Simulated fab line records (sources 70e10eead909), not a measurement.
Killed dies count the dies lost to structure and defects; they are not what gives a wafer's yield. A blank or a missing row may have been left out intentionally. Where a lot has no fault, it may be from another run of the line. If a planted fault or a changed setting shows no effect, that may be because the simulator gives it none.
What tool caused it? -- flow nand harc -- 72 wafers from 24 lots sampled at 6 of the route's 1302 steps

WHAT EACH GAUGE READ, for each wafer
The record holds no reading of a measuring or inspecting step that can be judged against a usual standard deviation.

WHICH TOOL RAN EACH LOT (tool, then ch and the chambers of the sampled wafers, then the start)
lot,NHARC_A_CHANNEL_FILL_D2_ETCHBACK_20,NHARC_A_STAIRCASE_ETCH_169,NHARC_A_STAIRCASE_TRIM_14,NHARC_A_STAIRCASE_ETCH_17,NHARC_A_STAIRCASE_ETCH_23,NHARC_A_STAIRCASE_ETCH_27
L074,"rie diel-02 ch 0,1,3, day 14 17:01","rie diel-09 ch 1,2,3, day 15 18:37","rie diel-09 ch 0,1, no start","rie diel-09 ch 0,3, no start","rie diel-09 ch 0,2,3, no start","rie diel-09 ch 0,1,3, no start"
L075,"rie diel-05 ch 0,2,3, day 15 06:23","rie diel-09 ch 0,1,3, day 16 07:13","rie diel-04 ch 0,2,3, no start","rie diel-04 ch 0,2,3, no start","rie diel-04 ch 0,1,2, no start","rie diel-04 ch 0,1,3, no start"
L077,"rie diel-02 ch 1,2, day 15 13:47","rie diel-09 ch 0,1, day 16 14:40","rie diel-09 ch 1,2, no start","rie diel-09 ch 0,2, no start","rie diel-08 ch 1,2,3, no start","rie diel-08 ch 0,1,3, no start"
L076,"rie diel-05 ch 0,2,3, day 15 18:53","rie diel-04 ch 0,1,3, day 17 05:38","rie diel-08 ch 0,2,3, no start","rie diel-08 ch 0,2,3, no start","rie diel-08 ch 0,2, no start","rie diel-08 ch 0,1,2, no start"
L078,"rie diel-05 ch 1,2,3, day 16 05:14","rie diel-09 ch 0,1,2, day 17 17:35","rie diel-08 ch 0,1,3, no start","rie diel-08 ch 0,3, no start","rie diel-08 ch 0,1,3, no start","rie diel-08 ch 0,3, no start"
L079,"rie diel-05 ch 1,3, day 16 12:53","rie diel-04 ch 0,3, day 17 17:40","rie diel-09 ch 0,1, no start","rie diel-09 ch 0,1, no start","rie diel-04 ch 0,1,3, no start","rie diel-04 ch 0,1,3, no start"
L081,"rie diel-05 ch 0,1,3, day 16 19:04","rie diel-04 ch 0,2,3, day 17 20:16","rie diel-09 ch 0,2,3, no start","rie diel-09 ch 0,1,2, no start","rie diel-04 ch 1,2,3, no start","rie diel-04 ch 0,2,3, no start"
L080,"rie diel-02 ch 2,3, day 16 19:04","rie diel-08 ch 1,2,3, day 17 20:05","rie diel-08 ch 0,1,3, no start","rie diel-08 ch 1,2,3, no start","rie diel-08 ch 0,1,3, no start","rie diel-08 ch 0,1,3, no start"
L082,"rie diel-02 ch 0,1,2, day 18 06:13","rie diel-04 ch 1,2,3, day 19 08:44","rie diel-04 ch 0,1,3, no start","rie diel-04 ch 0,1,2, no start","rie diel-04 ch 0,1,3, no start","rie diel-04 ch 0,1,3, no start"
L083,"rie diel-05 ch 1,3, day 18 11:08","rie diel-08 ch 1,2, day 19 12:25","rie diel-09 ch 0,1, no start","rie diel-09 ch 0,1,2, no start","rie diel-09 ch 2,3, no start","rie diel-09 ch 0,1,3, no start"
L084,"rie diel-02 ch 0,1,3, day 18 17:49","rie diel-09 ch 1,2, day 19 18:40","rie diel-09 ch 0,2,3, no start","rie diel-09 ch 2,3, no start","rie diel-08 ch 2,3, no start","rie diel-08 ch 1,2,3, no start"
L085,"rie diel-02 ch 0,1,3, day 19 04:56","rie diel-04 ch 0,2,3, day 20 06:28","rie diel-08 ch 1,2,3, no start","rie diel-08 ch 0,3, no start","rie diel-09 ch 0,2,3, no start","rie diel-09 ch 2,3, no start"
L086,"rie diel-05 ch 1,2,3, day 20 06:41","rie diel-04 ch 0,1,3, day 21 08:26","rie diel-09 ch 0,1,2, no start","rie diel-09 ch 1,2,3, no start","rie diel-04 ch 0,1,2, no start","rie diel-04 ch 0,2,3, no start"
L089,"rie diel-05 ch 0,2,3, day 20 19:56","rie diel-08 ch 1,2, day 21 23:39","rie diel-04 ch 0,2,3, no start","rie diel-04 ch 0,1,3, no start","rie diel-09 ch 0,1, no start","rie diel-09 ch 0,1, no start"
L087,"rie diel-02 ch 2,3, day 21 00:24","rie diel-08 ch 0,1,3, day 21 23:59","rie diel-04 ch 0,2,3, no start","rie diel-04 ch 0,1,3, no start","rie diel-08 ch 0,3, no start","rie diel-08 ch 0,2,3, no start"
L088,"rie diel-03 ch 0,2,3, day 21 00:25","rie diel-04 ch 0,2,3, day 21 23:49","rie diel-04 ch 0,3, no start","rie diel-04 ch 1,2,3, no start","rie diel-04 ch 1,2, no start","rie diel-04 ch 0,1, no start"
L090,"rie diel-05 ch 0,3, day 21 07:16","rie diel-08 ch 1,3, day 22 07:58","rie diel-08 ch 0,3, no start","rie diel-08 ch 1,3, no start","rie diel-08 ch 1,3, no start","rie diel-08 ch 2,3, no start"
L091,"rie diel-02 ch 1,2,3, day 21 19:58","rie diel-09 ch 0,1,3, day 22 20:15","rie diel-08 ch 1,2,3, no start","rie diel-08 ch 0,1,2, no start","rie diel-08 ch 1,2,3, no start","rie diel-08 ch 0,1,2, no start"
L092,"rie diel-02 ch 0,1,2, day 22 03:54","rie diel-08 ch 0,3, day 23 05:55","rie diel-08 ch 1,3, no start","rie diel-08 ch 1,2,3, no start","rie diel-09 ch 2,3, no start","rie diel-09 ch 0,1,2, no start"
L094,"rie diel-05 ch 0,2,3, day 22 14:10","rie diel-08 ch 0,1,3, day 23 15:01","rie diel-09 ch 0,1,2, no start","rie diel-09 ch 0,2,3, no start","rie diel-04 ch 0,1,3, no start","rie diel-04 ch 0,1,3, no start"
L093,"rie diel-02 ch 1,2, day 22 14:10","rie diel-08 ch 0,2, day 23 14:38","rie diel-08 ch 0,1,2, no start","rie diel-09 ch 0,2,3, no start","rie diel-09 ch 0,3, no start","rie diel-09 ch 0,1, no start"
L095,"rie diel-05 ch 0,1,3, day 23 12:22","rie diel-04 ch 0,1,3, day 24 13:19","rie diel-09 ch 0,1,2, no start","rie diel-09 ch 0,2,3, no start","rie diel-04 ch 0,1,3, no start","rie diel-04 ch 0,2,3, no start"
L096,"rie diel-05 ch 1,2,3, day 24 05:40","rie diel-09 ch 1,2,3, day 25 06:32","rie diel-04 ch 0,1,3, no start","rie diel-04 ch 0,2,3, no start","rie diel-09 ch 0,1,2, no start","rie diel-09 ch 0,2,3, no start"
L097,"rie diel-05 ch 0,3, day 24 19:25","rie diel-08 ch 0,1, day 25 21:20","rie diel-08 ch 0,3, no start","rie diel-08 ch 0,2,3, no start","rie diel-09 ch 0,1,2, no start","rie diel-09 ch 2,3, no start"
- NHARC_A_CHANNEL_FILL_D2_ETCHBACK_20: etches the open film in C4F8/O2/Ar, target depth 27 nm, time 13.5 s.
- NHARC_A_STAIRCASE_ETCH_169: etches the open film in CH3F/O2, target depth 50 nm, time 107.1 s.
- NHARC_A_STAIRCASE_TRIM_14: chemistry O2, time 211.2 s.
- NHARC_A_STAIRCASE_ETCH_17: etches the open film in C4F8/O2, target depth 100 nm, time 40.5 s.
- NHARC_A_STAIRCASE_ETCH_23: etches the open film in C4F8/O2, target depth 100 nm, time 40.5 s.
- NHARC_A_STAIRCASE_ETCH_27: etches the open film in C4F8/O2, target depth 100 nm, time 40.5 s.

AS READ BY THE TOOLS THEMSELVES (means over the sampled wafers that have a number; for cases with no such wafer, the mark the record gives instead)
NHARC_A_CHANNEL_FILL_D2_ETCHBACK_20. Usual: oes product au 0.986 a.u., standard deviation 0.025; rf vpp V 979 V, standard deviation 6.1.
lot,tool,oes product au (a.u.),rf vpp V (V),flag
L074,rie diel-02,0.995,979,
L075,rie diel-05,0.964,979,
L077,rie diel-02,0.921,983,
L076,rie diel-05,1.001,979,
L078,rie diel-05,0.932,977,
L079,rie diel-05,0.997,978,
L081,rie diel-05,0.995,981,
L080,rie diel-02,0.984,977,
L082,rie diel-02,0.994,979,
L083,rie diel-05,0.998,974,
L084,rie diel-02,0.997,979,
L085,rie diel-02,0.995,979,
L086,rie diel-05,1.002,977,
L089,rie diel-05,1.001,979,
L087,rie diel-02,0.988,977,
L088,rie diel-03,1.003,978,
L090,rie diel-05,1.008,976,
L091,rie diel-02,1.001,980,
L092,rie diel-02,0.983,979,
L094,rie diel-05,1.012,978,
L093,rie diel-02,0.991,984,
L095,rie diel-05,0.933,981,
L096,rie diel-05,1.007,978,
L097,rie diel-05,0.968,981,

NHARC_A_STAIRCASE_ETCH_169. Usual: drypump motor current A 5.5 A, standard deviation 0.43; oes product au 0.959 a.u., standard deviation 0.016; rf vpp V 244.5 V, standard deviation 1.8; showerhead plenum p Torr 2.48 Torr, standard deviation 0.12; throttle valve pct 20.663 %, standard deviation 0.0098.
lot,tool,drypump motor current A (A),oes product au (a.u.),rf vpp V (V),showerhead plenum p Torr (Torr),throttle valve pct (%),flag
L074,rie diel-09,5.7,0.933,246.2,2.51,20.666,
L075,rie diel-09,5.9,0.975,244.1,2.47,20.672,
L077,rie diel-09,5.7,0.958,243.9,2.45,20.666,
L076,rie diel-04,5.5,0.931,245.7,2.56,20.669,
L078,rie diel-09,5.4,0.949,243.8,2.45,20.664,
L079,rie diel-04,5.8,0.963,245.5,2.56,20.664,
L081,rie diel-04,5.7,0.955,245.0,2.49,20.672,
L080,rie diel-08,5.5,0.954,244.3,2.49,20.663,
L082,rie diel-04,5.4,0.951,245.6,2.57,20.659,
L083,rie diel-08,5.7,0.970,245.1,2.55,20.658,
L084,rie diel-09,5.4,0.947,244.3,2.48,20.662,
L085,rie diel-04,5.7,0.935,244.6,2.48,20.661,
L086,rie diel-04,5.5,0.964,245.3,2.55,20.655,
L089,rie diel-08,5.7,0.978,245.3,2.54,20.668,
L087,rie diel-08,5.5,0.968,244.8,2.47,20.655,
L088,rie diel-04,5.7,0.961,244.9,2.48,20.667,
L090,rie diel-08,5.7,0.966,246.2,2.58,20.661,
L091,rie diel-09,5.9,0.968,243.8,2.45,20.665,
L092,rie diel-08,5.3,0.962,242.6,2.41,20.665,
L094,rie diel-08,5.5,0.965,244.3,2.47,20.664,
L093,rie diel-08,5.3,0.966,242.7,2.33,20.657,
L095,rie diel-04,5.5,0.960,245.6,2.54,20.669,
L096,rie diel-09,5.7,0.929,245.0,2.49,20.665,
L097,rie diel-08,5.6,0.975,242.9,2.42,20.664,

NHARC_A_STAIRCASE_TRIM_14. Usual: drypump motor current A 5.6 A, standard deviation 0.42; oes product au 1.000 a.u., standard deviation 0.0081; rf vpp V 57.7 V, standard deviation 0.9; showerhead plenum p Torr 3.54 Torr, standard deviation 0.15; throttle valve pct 17.036 %, standard deviation 0.0096.
lot,tool,drypump motor current A (A),oes product au (a.u.),rf vpp V (V),showerhead plenum p Torr (Torr),throttle valve pct (%),flag
L074,rie diel-09,5.7,1.005,57.1,3.52,17.040,
L075,rie diel-04,5.7,1.010,58.1,3.58,17.023,
L077,rie diel-09,5.1,0.999,57.9,3.58,17.040,
L076,rie diel-08,5.3,0.999,57.2,3.42,17.041,
L078,rie diel-08,5.5,0.998,58.1,3.56,17.042,
L079,rie diel-09,5.6,0.993,57.7,3.51,17.021,
L081,rie diel-09,5.7,0.997,58.4,3.55,17.040,
L080,rie diel-08,5.5,0.996,58.1,3.56,17.035,
L082,rie diel-04,5.5,0.998,57.7,3.66,17.035,
L083,rie diel-09,5.7,0.995,57.8,3.45,17.035,
L084,rie diel-09,5.7,0.998,57.9,3.55,17.038,
L085,rie diel-08,5.5,1.001,58.4,3.56,17.036,
L086,rie diel-09,5.4,1.002,57.5,3.50,17.035,
L089,rie diel-04,5.7,1.002,58.4,3.56,17.037,
L087,rie diel-04,5.7,1.003,57.9,3.56,17.032,
L088,rie diel-04,5.8,1.005,57.3,3.66,17.026,
L090,rie diel-08,5.3,0.992,57.0,3.40,17.033,
L091,rie diel-08,5.5,1.000,57.9,3.55,17.036,
L092,rie diel-08,5.5,0.999,57.7,3.60,17.034,
L094,rie diel-09,5.4,0.996,57.9,3.49,17.041,
L093,rie diel-08,5.5,1.002,58.2,3.49,17.042,
L095,rie diel-09,5.4,1.005,57.2,3.49,17.037,
L096,rie diel-04,5.5,1.017,58.1,3.63,17.033,
L097,rie diel-08,5.3,0.993,58.4,3.44,17.034,

NHARC_A_STAIRCASE_ETCH_17. Usual: oes product au 0.943 a.u., standard deviation 0.01; rf vpp V 896 V, standard deviation 5.2.
lot,tool,oes product au (a.u.),rf vpp V (V),flag
L074,rie diel-09,0.937,897,
L075,rie diel-04,0.950,898,
L077,rie diel-09,0.944,894,
L076,rie diel-08,0.937,892,
L078,rie diel-08,0.931,893,
L079,rie diel-09,0.938,895,
L081,rie diel-09,0.945,897,
L080,rie diel-08,0.952,898,
L082,rie diel-04,0.946,897,
L083,rie diel-09,0.946,896,
L084,rie diel-09,0.945,898,
L085,rie diel-08,0.931,892,
L086,rie diel-09,0.944,898,
L089,rie diel-04,0.940,901,
L087,rie diel-04,0.953,900,
L088,rie diel-04,0.936,902,
L090,rie diel-08,0.932,901,
L091,rie diel-08,0.945,895,
L092,rie diel-08,0.951,897,
L094,rie diel-09,0.942,897,
L093,rie diel-09,0.952,895,
L095,rie diel-09,0.951,896,
L096,rie diel-04,0.951,897,
L097,rie diel-08,0.943,891,

NHARC_A_STAIRCASE_ETCH_23. Usual: oes product au 0.950 a.u., standard deviation 0.011; rf vpp V 897 V, standard deviation 5.7.
lot,tool,oes product au (a.u.),rf vpp V (V),flag
L074,rie diel-09,0.947,897,
L075,rie diel-04,0.948,897,
L077,rie diel-08,0.959,898,
L076,rie diel-08,0.947,890,
L078,rie diel-08,0.945,897,
L079,rie diel-04,0.953,901,
L081,rie diel-04,0.953,902,
L080,rie diel-08,0.948,898,
L082,rie diel-04,0.945,902,
L083,rie diel-09,0.953,899,
L084,rie diel-08,0.955,892,
L085,rie diel-09,0.952,897,
L086,rie diel-04,0.947,896,
L089,rie diel-09,0.954,893,
L087,rie diel-08,0.953,891,
L088,rie diel-04,0.935,897,
L090,rie diel-08,0.939,903,
L091,rie diel-08,0.942,897,
L092,rie diel-09,0.964,898,
L094,rie diel-04,0.969,900,
L093,rie diel-09,0.933,897,
L095,rie diel-04,0.939,901,
L096,rie diel-09,0.964,894,
L097,rie diel-09,0.953,895,

NHARC_A_STAIRCASE_ETCH_27. Usual: oes product au 0.945 a.u., standard deviation 0.0089; rf vpp V 896 V, standard deviation 5.6.
lot,tool,oes product au (a.u.),rf vpp V (V),flag
L074,rie diel-09,0.944,898,
L075,rie diel-04,0.946,901,
L077,rie diel-08,0.946,898,
L076,rie diel-08,0.949,895,
L078,rie diel-08,0.934,892,
L079,rie diel-04,0.944,900,
L081,rie diel-04,0.940,897,
L080,rie diel-08,0.943,897,
L082,rie diel-04,0.941,901,
L083,rie diel-09,0.958,897,
L084,rie diel-08,0.946,897,
L085,rie diel-09,0.946,898,
L086,rie diel-04,0.955,896,
L089,rie diel-09,0.930,893,
L087,rie diel-08,0.941,891,
L088,rie diel-04,0.947,896,
L090,rie diel-08,0.943,892,
L091,rie diel-08,0.948,894,
L092,rie diel-09,0.945,894,
L094,rie diel-04,0.958,900,
L093,rie diel-09,0.940,892,
L095,rie diel-04,0.952,896,
L096,rie diel-09,0.946,895,
L097,rie diel-09,0.941,897,

THE ANSWER, worked out from the rows above alone
Rule: take the mean of a lot's wafers that have a number; if it is more than 3 standard deviations from the usual mean, the lot is off. A lot without any number at a reading at which 4 lots or more have one is off too. The other lots that the step has rows for count as sound. The gauges are gone through in route order, then the tools' own readings, and for those a lot's mean is taken as printed above. The first step at which some lot is off is used, and at that step the reading that is off furthest; a lot without a number counts as furthest.
None of the lots is off at any reading shown; this tells nothing.

WHAT THE SIMULATOR HAD INSERTED
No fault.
